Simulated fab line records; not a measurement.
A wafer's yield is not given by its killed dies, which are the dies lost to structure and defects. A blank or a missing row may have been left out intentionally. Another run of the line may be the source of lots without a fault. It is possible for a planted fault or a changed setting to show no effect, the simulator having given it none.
fab line records	flow n5-finfet	part 1 of 2: steps 1 to 20 of 28
record lots=5	wafers=15	last-day=17
route steps=1938 shown BEOL_M9@1412
lots untouched by any fault: they come from a run of this same line in which no faults occurred
start-h: start of the lot's first displayed wafer, in hours after the record's first day	wait-h: how many hours have passed since the lot's step before this one	" identical to the entry in the row above	L1.1+2: one row covering several wafers at once	- no value, or no start given	* or withheld: withheld	< > ~ a bound
route shown NAME@n: NAME is a module with steps in the file, n the number in the route of the first one	usual: the fault-free wafers' mean and standard deviation	same: alike in all rows	chamber/n: place in a boat	sites: per-site readings	_std_site: their standard deviation	_edge_site: the outer-site mean with the inner-site mean subtracted	radius-mm: for every site, how far away it sits from the centre of the wafer	mask NAME#n: copy n	behind: tool/chamber where the wafer was last shaped	hold: why the lot went on hold/how many hours it stayed there/how the hold came to an end	device: which transistor (n, p or np) failed to switch	end of line: the route-end tests of the same wafers	step lacking rows: just its recipe	killed: at the first sort, the dies lost to defects and structure; wafer yield is something else	map: a wafer's dies, x killed, . not, _ none there
set.NAME: the run value of the setting; set.NAME@STEP: its run value at that earlier step	model.NAME: the simulator's own value behind a step, which no gauge read
a table for each step, a row for each wafer; lots at some steps of the route
services: the hour from which a tool's chamber was out of use, counted from the record's first day as start-h (under 0 if before that day), plus the number of hours and why
## steps
# step N5_BEOL_M9_PEB_09
# recipe peb-temp-c=withheld	peb-time-s=60	resist=CAR-ArF
# usual exhaust-pa=45.1/0.96
lot.wafer	tool	chamber	start-h	wait-h	exhaust-pa
L077.2	litho-track-03	0	218.33	0.0	44.3
L077.3	"	0	"	"	45.2
L077.5	"	0	"	"	44.4
L080.3	litho-track-04	0	235.93	0.0	47.6
L080.5	"	0	"	"	46.4
L080.6	"	0	"	"	45.4
L083.3	litho-track-03	0	272.45	0.0	46.2
L083.5	"	0	"	"	45.9
L083.6	"	0	"	"	45.8
L093.1	litho-track-04	0	329.20	0.1	45.5
L093.3	"	0	"	"	46.3
L093.5	"	0	"	"	46.2
L095.2	litho-track-01	0	344.36	0.0	43.3
L095.5	"	0	"	"	45.0
L095.6	"	0	"	"	43.6
# step N5_BEOL_M9_DEVELOP_10
# recipe develop-time-s=30	developer=TMAH	resist=CAR-ArF	rinse-liquid=diw	dry=air-spin	dev-temp-c=23
# usual exhaust-pa=44.6/0.88
# same develop-time-s=30
lot.wafer	tool	chamber	start-h	wait-h	exhaust-pa
L077.2	litho-track-03	0	-	-	44.5
L077.3	"	0	"	"	44.2
L077.5	"	0	"	"	44.3
L080.3	litho-track-04	0	-	-	44.7
L080.5	"	0	"	"	44.2
L080.6	"	0	"	"	43.8
L083.3	litho-track-03	0	-	-	45.8
L083.5	"	0	"	"	45.9
L083.6	"	0	"	"	45.8
L093.1	litho-track-04	0	-	-	43.9
L093.3	"	0	"	"	44.5
L093.5	"	0	"	"	45.1
L095.2	litho-track-01	0	-	-	44.7
L095.5	"	0	"	"	44.0
L095.6	"	0	"	"	43.5
# step N5_BEOL_M9_CD_MEAS_11
# recipe target-cd-nm=64.1	landing-energy-ev=500	detector=se-inlens	polarity=opening
# usual cd-nm=64.3/0.54
# same landing-energy-ev=500
lot.wafer	tool	chamber	start-h	wait-h	cd-nm
L077.2	cd-sem-01	0	218.40	-	64.3
L077.3	"	0	"	"	63.5
L077.5	"	0	"	"	64.0
L080.3	cd-sem-03	0	236.00	-	64.1
L080.5	"	0	"	"	64.8
L080.6	"	0	"	"	63.8
L083.3	cd-sem-02	0	272.52	-	65.1
L083.5	"	0	"	"	65.2
L083.6	"	0	"	"	64.9
L093.1	cd-sem-02	0	329.27	-	64.4
L093.3	"	0	"	"	65.6
L093.5	"	0	"	"	63.8
L095.2	cd-sem-02	0	344.43	-	64.6
L095.5	"	0	"	"	64.5
L095.6	"	0	"	"	63.8
# step N5_BEOL_M9_OVL_MEAS_12
# recipe points-per-wafer=44
# usual M9_OVL=0.5/0.87
lot.wafer	tool	chamber	start-h	wait-h	M9_OVL[nm]
L077.2	overlay-01	0	218.43	0.0	0.6
L077.3	"	0	"	"	0.8
L077.5	"	0	"	"	1.6
L080.3	overlay-01	0	236.03	0.0	0.0
L080.5	"	0	"	"	-0.3
L080.6	"	0	"	"	0.2
L083.3	overlay-02	0	272.55	0.0	1.6
L083.5	"	0	"	"	1.3
L083.6	"	0	"	"	1.5
L093.1	overlay-02	0	329.30	0.0	1.0
L093.3	"	0	"	"	1.1
L093.5	"	0	"	"	1.0
L095.2	overlay-01	0	344.46	0.0	0.7
L095.5	"	0	"	"	0.1
L095.6	"	0	"	"	1.0
# step N5_BEOL_M9_INSPECT_13
# recipe mode=adi	inspect-instrument=brightfield
# usual raw-defect-count=456/120
lot.wafer	tool	chamber	start-h	wait-h	raw-defect-count
L077.2	defect-inspect-02	-	218.45	0.0	339
L077.3	"	-	"	"	439
L077.5	"	-	"	"	358
L080.3	defect-inspect-01	-	236.05	0.0	411
L080.5	"	-	"	"	437
L080.6	"	-	"	"	346
L083.3	defect-inspect-02	-	272.57	0.0	465
L083.5	"	-	"	"	552
L083.6	"	-	"	"	394
L093.1	defect-inspect-01	-	329.33	0.0	564
L093.3	"	-	"	"	432
L093.5	"	-	"	"	418
L095.2	defect-inspect-01	-	344.48	0.0	392
L095.5	"	-	"	"	557
L095.6	"	-	"	"	586
# step N5_BEOL_M9_DESCUM_16
# recipe chemistry=O2	time-s=7.9	source-power-w=50	bias-power-w=20	pressure-mtorr=20	rf-frequency-hz=2.712e+07	temp-c=40	resist=CAR-ArF	o2-flow-sccm=225
# usual drypump-motor-current-A=5.5/0.44	oes-product-au=0.79/0.096	rf-vpp-V=244.1/1.4	showerhead-plenum-p-Torr=2.15/0.072	throttle-valve-pct=20.51/0.28
lot.wafer	tool	chamber	start-h	wait-h	drypump-motor-current-A	oes-product-au	rf-hours-counter-h	rf-vpp-V	showerhead-plenum-p-Torr	throttle-valve-pct
L077.2	rie-diel-02	1	218.48	0.0	5.6	0.96	11	247.1	2.23	20.65
L077.3	"	0	"	"	5.2	0.73	168	245.4	2.18	20.85
L077.5	"	2	"	"	5.0	0.96	-	246.9	2.21	19.96
L080.3	rie-diel-05	2	236.08	0.0	5.0	0.70	209	243.2	2.14	20.77
L080.5	"	3	"	"	5.6	0.72	-	244.2	2.18	20.29
L080.6	"	2	"	"	5.0	0.70	-	243.8	2.14	20.77
L083.3	rie-diel-05	0	272.63	0.1	6.1	0.70	244	241.1	1.96	20.60
L083.5	"	0	"	"	6.2	0.69	-	241.5	1.96	20.61
L083.6	"	1	"	"	5.6	0.83	-	243.5	2.13	20.54
L093.1	rie-diel-02	0	329.93	0.6	5.2	0.71	200	244.2	2.17	20.91
L093.3	"	3	"	"	5.5	0.71	193	244.7	2.15	20.59
L093.5	"	3	"	"	5.5	0.72	-	244.5	2.15	20.61
L095.2	rie-diel-05	0	344.54	0.1	6.2	0.95	3	244.7	2.22	20.24
L095.5	"	2	"	"	5.0	0.68	-	241.8	2.13	20.83
L095.6	"	0	"	"	6.1	0.94	-	246.2	2.22	20.23
# step N5_BEOL_M9_ETCH_61
# recipe chemistry=CF4	target=SiARC	target-depth-a=390	mask-material=CAR-ArF	time-s=65	ion-energy-ev=80	pressure-mtorr=40	source-w=545	bias-w=36	Ar_flow_sccm=100	cf4-flow-sccm=100	ends=cleared
# usual drypump-motor-current-A=5.5/0.44	etch-rf-on-time-s=64.8/1.5	oes-product-au=0.67/0.081	rf-vpp-V=184.8/1.2	showerhead-plenum-p-Torr=2.20/0.07	throttle-valve-pct=15.71/0.25
lot.wafer	tool	chamber	start-h	wait-h	drypump-motor-current-A	etch-rf-on-time-s	oes-product-au	rf-hours-counter-h	rf-vpp-V	showerhead-plenum-p-Torr	throttle-valve-pct
L077.2	rie-diel-02	1	218.52	0.0	5.6	62.4	0.83	11	186.0	2.26	15.62
L077.3	"	0	"	"	5.1	64.3	0.63	168	185.2	2.21	16.02
L077.5	"	2	"	"	5.0	64.9	0.80	-	186.2	2.28	15.27
L080.3	rie-diel-05	2	236.12	0.0	5.0	64.7	0.61	209	185.4	2.20	16.03
L080.5	"	3	"	"	5.6	66.8	0.61	-	186.0	2.22	15.49
L080.6	"	2	"	"	5.0	65.6	0.61	-	185.4	2.20	16.01
L083.3	rie-diel-05	0	272.66	0.0	6.1	62.8	0.62	244	182.7	2.02	15.91
L083.5	"	0	"	"	6.1	63.2	0.61	-	183.3	2.02	15.90
L083.6	"	1	"	"	5.7	66.0	0.71	-	182.8	2.16	15.59
L093.1	rie-diel-02	0	329.96	0.0	5.2	66.1	0.59	200	184.7	2.20	16.07
L093.3	"	3	"	"	5.5	64.5	0.61	193	185.3	2.21	15.91
L093.5	"	3	"	"	5.5	65.1	0.61	-	184.3	2.21	15.91
L095.2	rie-diel-05	0	344.58	0.0	6.2	60.9	0.83	3	186.6	2.27	15.43
L095.5	"	2	"	"	5.0	64.7	0.60	-	185.2	2.19	16.08
L095.6	"	0	"	"	6.1	60.7	0.83	-	184.9	2.27	15.43
# step N5_BEOL_M9_ETCH_62
# recipe chemistry=N2/H2	target=SOC	target-depth-a=1100	overetch-a=220	mask-material=SiARC	temp-c=40	time-s=165	ion-energy-ev=200	pressure-mtorr=30	source-w=840	bias-w=150	n2-flow-sccm=200	h2-flow-sccm=200
# usual drypump-motor-current-A=5.5/0.44	h2-flow-sccm=200.0/0.63	oes-product-au=0.67/0.074	rf-vpp-V=526.0/2.5	showerhead-plenum-p-Torr=2.62/0.089	throttle-valve-pct=18.0/0.32
lot.wafer	tool	chamber	start-h	wait-h	drypump-motor-current-A	h2-flow-sccm	oes-product-au	rf-hours-counter-h	rf-vpp-V	showerhead-plenum-p-Torr	throttle-valve-pct
L077.2	rie-diel-02	1	218.57	0.0	5.7	200.1	0.81	11	528.9	2.72	18.2
L077.3	"	0	"	"	5.2	199.1	0.62	168	525.6	2.63	18.0
L077.5	"	2	"	"	5.0	200.4	0.79	-	527.9	2.70	17.4
L080.3	rie-diel-05	2	236.17	0.0	5.0	199.9	0.61	209	527.1	2.64	18.6
L080.5	"	3	"	"	5.6	200.5	0.62	-	526.1	2.65	17.8
L080.6	"	2	"	"	5.0	200.1	0.60	-	526.5	2.64	18.5
L083.3	rie-diel-05	0	272.71	0.0	6.2	200.3	0.59	244	521.5	2.40	18.1
L083.5	"	0	"	"	6.2	200.2	0.60	-	519.3	2.40	18.1
L083.6	"	1	"	"	5.7	199.9	0.71	-	523.9	2.57	17.9
L093.1	rie-diel-02	3	330.01	0.0	5.5	200.8	0.60	193	527.2	2.63	18.1
L093.3	"	1	"	"	5.6	199.6	0.75	43	529.5	2.71	18.2
L093.5	"	3	"	"	5.5	199.9	0.60	-	524.5	2.63	18.1
L095.2	rie-diel-05	0	344.63	0.0	6.2	199.4	0.79	3	528.4	2.71	17.7
L095.5	"	2	"	"	5.0	199.8	0.59	-	524.4	2.63	18.6
L095.6	"	0	"	"	6.2	200.2	0.78	-	528.5	2.71	17.7
# step N5_BEOL_M9_STRIP_68
# recipe chemistry=N2/H2	temp-c=40	n2-flow-sccm=200	h2-flow-sccm=200	rf-frequency-hz=6e+07
lot.wafer	tool	chamber	start-h	wait-h
L077.2+3+5	rie-diel-02	1,0,2	218.70	0.1
L080.3+5+6	rie-diel-05	2,3,2	236.30	0.1
L083.3+5+6	rie-diel-05	0,0,1	272.85	0.1
L093.1+3+5	rie-diel-02	0,1,0	330.15	0.1
L095.2+5+6	rie-diel-05	0,2,0	344.76	0.1
# step N5_BEOL_M9_STRIP_67
# recipe chemistry=CF4	resist=SiARC	power-w=300	bias-power-w=75	pressure-mtorr=50	cf4-flow-sccm=150	rf-frequency-hz=6e+07
# usual drypump-motor-current-A=5.5/0.44	oes-product-au=0.79/0.089	rf-vpp-V=272.1/1.4	showerhead-plenum-p-Torr=1.84/0.056	throttle-valve-pct=13.68/0.27
lot.wafer	tool	chamber	start-h	wait-h	drypump-motor-current-A	oes-product-au	rf-hours-counter-h	rf-vpp-V	showerhead-plenum-p-Torr	throttle-valve-pct
L077.2	rie-diel-02	1	218.71	0.0	5.6	0.95	11	274.8	1.90	13.55
L077.3	"	0	"	"	5.2	0.73	168	272.0	1.86	14.02
L077.5	"	2	"	"	5.0	0.93	-	273.2	1.90	13.14
L080.3	rie-diel-05	2	236.31	0.0	5.0	0.71	209	273.2	1.83	13.93
L080.5	"	3	"	"	5.6	0.73	-	271.6	1.86	13.47
L080.6	"	2	"	"	5.0	0.71	-	271.9	1.83	13.93
L083.3	rie-diel-05	0	272.86	0.0	6.2	0.70	244	270.1	1.70	13.96
L083.5	"	0	"	"	6.2	0.70	-	270.6	1.70	13.94
L083.6	"	1	"	"	5.7	0.82	-	271.0	1.82	13.59
L093.1	rie-diel-02	0	330.16	0.0	5.2	0.71	200	272.3	1.85	14.08
L093.3	"	1	"	"	5.6	0.89	43	272.8	1.89	13.65
L093.5	"	0	"	"	5.2	0.71	-	273.7	1.85	14.08
L095.2	rie-diel-05	0	344.77	0.0	6.1	0.93	3	272.0	1.91	13.40
L095.5	"	2	"	"	5.0	0.69	-	271.8	1.82	14.02
L095.6	"	0	"	"	6.1	0.94	-	273.4	1.91	13.41
# step N5_BEOL_M9_HM_OPEN_17
# recipe chemistry=Cl2/BCl3	target-depth-a=200	overetch-a=60	target=TiN	mask-material=SOC	ion-energy-ev=150	pressure-mtorr=10	icp-w=1000	bias-w=126	Cl2_flow_sccm=53.25	bcl3-flow-sccm=21.75	Ar_flow_sccm=25
# usual drypump-motor-current-A=5.7/0.47	oes-product-au=0.72/0.037	throttle-valve-pct=22.20/0.2
lot.wafer	tool	chamber	start-h	wait-h	drypump-motor-current-A	oes-product-au	rf-hours-counter-h	throttle-valve-pct
L077.2	rie-metal-01	1	218.76	0.0	6.0	0.64	42	22.15
L077.3	"	1	"	"	6.1	0.64	-	22.18
L077.5	"	0	"	"	5.3	0.78	-	22.15
L080.3	rie-metal-03	1	236.39	0.1	5.0	0.74	-	22.10
L080.5	"	1	"	"	4.9	0.74	-	22.11
L080.6	"	0	"	"	5.5	0.73	-	21.87
L083.3	rie-metal-02	1	272.93	0.1	6.2	0.73	-	22.50
L083.5	"	1	"	"	6.2	0.74	-	22.49
L083.6	"	0	"	"	6.1	0.73	-	22.30
L093.1	rie-metal-01	0	330.22	0.0	5.3	0.75	13	22.12
L093.3	"	1	"	"	6.1	0.63	-	22.15
L093.5	"	0	"	"	5.3	0.76	-	22.12
L095.2	rie-metal-03	0	344.81	0.0	5.4	0.71	23	21.88
L095.5	"	0	"	"	5.5	0.72	-	21.85
L095.6	"	1	"	"	4.9	0.72	-	22.11
# step N5_BEOL_M9_STRIP_19
# recipe chemistry=O2	power-w=400	temp-c=40	pressure-mtorr=30	rf-frequency-hz=6e+07	bias-power-w=0	overash-fraction=0.2	o2-flow-sccm=225
# usual drypump-motor-current-A=5.7/0.53	oes-product-au=0.77/0.083	rf-vpp-V=3.6/0.67	showerhead-plenum-p-Torr=2.12/0.076	throttle-valve-pct=16.71/0.24
lot.wafer	tool	chamber	start-h	wait-h	drypump-motor-current-A	oes-product-au	rf-hours-counter-h	rf-vpp-V	showerhead-plenum-p-Torr	throttle-valve-pct
L077.2	rie-diel-05	1	218.91	0.1	5.7	0.85	59	3.4	2.14	16.71
L077.3	"	3	"	"	5.6	0.72	176	3.4	2.18	16.53
L077.5	"	1	"	"	5.7	0.85	-	3.7	2.14	16.67
L080.3	rie-diel-06	1	236.47	0.1	6.6	0.84	55	3.4	2.20	16.29
L080.5	"	3	"	"	6.5	0.73	-	4.1	2.17	16.54
L080.6	"	2	"	"	5.9	0.96	-	4.8	2.06	16.53
L083.3	rie-diel-05	3	273.01	0.1	5.6	0.71	191	3.1	2.18	16.55
L083.5	"	2	"	"	5.0	0.70	-	2.4	2.14	17.06
L083.6	"	1	"	"	5.7	0.84	-	4.4	2.13	16.73
L093.1	rie-diel-05	2	330.48	0.2	5.0	0.68	239	3.4	2.13	17.08
L093.3	"	3	"	"	5.6	0.70	212	3.0	2.17	16.60
L093.5	"	3	"	"	5.6	0.69	-	2.9	2.17	16.60
L095.2	rie-diel-05	1	344.92	0.1	5.7	0.80	100	4.0	2.12	16.78
L095.5	"	1	"	"	5.7	0.80	-	3.8	2.12	16.77
L095.6	"	0	"	"	6.2	0.94	-	4.3	2.23	16.47
# step N5_BEOL_M9_CD_MEAS_18
# recipe pitch-nm=140	target-cd-nm=70
# usual cd-nm=70.3/0.63
lot.wafer	tool	chamber	start-h	wait-h	cd-nm
L077.2	cd-sem-03	-	218.99	0.1	70.7
L077.3	"	-	"	"	69.4
L077.5	"	-	"	"	70.3
L080.3	cd-sem-03	-	236.54	0.1	70.0
L080.5	"	-	"	"	70.9
L080.6	"	-	"	"	69.5
L083.3	cd-sem-01	-	273.08	0.1	71.5
L083.5	"	-	"	"	70.7
L083.6	"	-	"	"	71.6
L093.1	cd-sem-01	-	330.55	0.0	70.5
L093.3	"	-	"	"	71.3
L093.5	"	-	"	"	69.7
L095.2	cd-sem-03	-	345.00	0.1	70.6
L095.5	"	-	"	"	69.6
L095.6	"	-	"	"	69.9
# step N5_BEOL_M9_COAT_63
# recipe resist=SOC	temp-c=250	time-s=60	spin-rpm=1500	resist-thk-nm=60
# usual exhaust-pa=44.9/1
lot.wafer	tool	chamber	start-h	wait-h	exhaust-pa
L077.2	litho-track-01	0	220.53	1.5	44.2
L077.3	"	0	"	"	43.3
L077.5	"	0	"	"	43.6
L080.3	litho-track-04	0	236.57	0.0	44.5
L080.5	"	0	"	"	46.4
L080.6	"	0	"	"	44.3
L083.3	litho-track-04	0	274.12	1.0	44.0
L083.5	"	0	"	"	44.6
L083.6	"	0	"	"	43.8
L093.1	litho-track-01	0	330.58	0.0	46.6
L093.3	"	0	"	"	46.3
L093.5	"	0	"	"	47.0
L095.2	litho-track-03	0	347.58	2.6	45.3
L095.5	"	0	"	"	46.8
L095.6	"	0	"	"	46.1
# step N5_BEOL_M9_COAT_64
# recipe resist=SiARC	temp-c=220	time-s=60	spin-rpm=1500	resist-thk-nm=12
# usual exhaust-pa=44.9/0.81
lot.wafer	tool	chamber	start-h	wait-h	exhaust-pa
L077.2	litho-track-01	0	-	-	43.8
L077.3	"	0	"	"	44.6
L077.5	"	0	"	"	45.3
L080.3	litho-track-04	0	-	-	45.7
L080.5	"	0	"	"	44.7
L080.6	"	0	"	"	45.0
L083.3	litho-track-04	0	-	-	43.2
L083.5	"	0	"	"	44.0
L083.6	"	0	"	"	43.4
L093.1	litho-track-01	0	-	-	44.2
L093.3	"	0	"	"	44.8
L093.5	"	0	"	"	44.6
L095.2	litho-track-03	0	-	-	45.0
L095.5	"	0	"	"	45.3
L095.6	"	0	"	"	45.6
# step N5_BEOL_M9_COAT_75
# recipe resist=underlayer	temp-c=205	time-s=60	spin-rpm=1500	resist-thk-nm=5
# usual exhaust-pa=45.0/0.81
lot.wafer	tool	chamber	start-h	wait-h	exhaust-pa
L077.2	litho-track-01	0	-	-	44.8
L077.3	"	0	"	"	43.7
L077.5	"	0	"	"	45.4
L080.3	litho-track-04	0	-	-	45.2
L080.5	"	0	"	"	45.7
L080.6	"	0	"	"	44.7
L083.3	litho-track-04	0	-	-	45.2
L083.5	"	0	"	"	45.4
L083.6	"	0	"	"	44.5
L093.1	litho-track-01	0	-	-	44.4
L093.3	"	0	"	"	45.6
L093.5	"	0	"	"	43.3
L095.2	litho-track-03	0	-	-	44.8
L095.5	"	0	"	"	44.9
L095.6	"	0	"	"	45.4
# step N5_BEOL_M9_COAT_22
# recipe resist=CAR-EUV	spin-rpm=1500	resist-thk-nm=30
# usual exhaust-pa=44.9/0.98
lot.wafer	tool	chamber	start-h	wait-h	exhaust-pa
L077.2	litho-track-01	0	-	-	45.7
L077.3	"	0	"	"	44.3
L077.5	"	0	"	"	45.4
L080.3	litho-track-04	0	-	-	43.9
L080.5	"	0	"	"	44.3
L080.6	"	0	"	"	44.8
L083.3	litho-track-04	0	-	-	43.3
L083.5	"	0	"	"	45.0
L083.6	"	0	"	"	44.2
L093.1	litho-track-01	0	-	-	45.8
L093.3	"	0	"	"	45.4
L093.5	"	0	"	"	46.3
L095.2	litho-track-03	0	-	-	41.8
L095.5	"	0	"	"	42.7
L095.6	"	0	"	"	43.7
# step N5_BEOL_M9_EBR_24
# recipe solvent=PGMEA	ebr-width-mm=1.5
# usual exhaust-pa=45.1/0.79
lot.wafer	tool	chamber	start-h	wait-h	exhaust-pa
L077.2	litho-track-01	0	-	-	45.9
L077.3	"	0	"	"	46.3
L077.5	"	0	"	"	44.0
L080.3	litho-track-04	0	-	-	44.5
L080.5	"	0	"	"	46.2
L080.6	"	0	"	"	44.1
L083.3	litho-track-04	0	-	-	45.7
L083.5	"	0	"	"	44.9
L083.6	"	0	"	"	44.9
L093.1	litho-track-01	0	-	-	45.3
L093.3	"	0	"	"	45.8
L093.5	"	0	"	"	44.9
L095.2	litho-track-03	0	-	-	44.2
L095.5	"	0	"	"	45.5
L095.6	"	0	"	"	45.8
# step N5_BEOL_M9_SOFTBAKE_23
# recipe temp-c=110	time-s=60	resist=CAR-EUV
# usual exhaust-pa=44.8/0.88
lot.wafer	tool	chamber	start-h	wait-h	exhaust-pa
L077.2	litho-track-01	0	-	-	45.1
L077.3	"	0	"	"	45.4
L077.5	"	0	"	"	45.1
L080.3	litho-track-04	0	-	-	44.4
L080.5	"	0	"	"	44.1
L080.6	"	0	"	"	44.8
L083.3	litho-track-04	0	-	-	45.3
L083.5	"	0	"	"	45.5
L083.6	"	0	"	"	45.8
L093.1	litho-track-01	0	-	-	43.4
L093.3	"	0	"	"	43.5
L093.5	"	0	"	"	45.3
L095.2	litho-track-03	0	-	-	45.8
L095.5	"	0	"	"	45.0
L095.6	"	0	"	"	43.7
# step N5_BEOL_M9_EXPOSE_25
# recipe mask-id=V8	na=0.33	source-shape=annular	sigma-inner=0.4	sigma-outer=0.8	polarization=unpolarized	dose-mj=37.25
lot.wafer	tool	chamber	start-h	wait-h	mask
L077.2+3+5	euv-scanner-01	0	220.68	-	V8#0
L080.3+5+6	euv-scanner-02	0	236.86	-	V8#0
L083.3+5+6	euv-scanner-01	0	274.27	-	V8#0
L093.1+3+5	euv-scanner-02	0	330.85	-	V8#0
L095.2+5+6	euv-scanner-02	0	347.72	-	V8#0
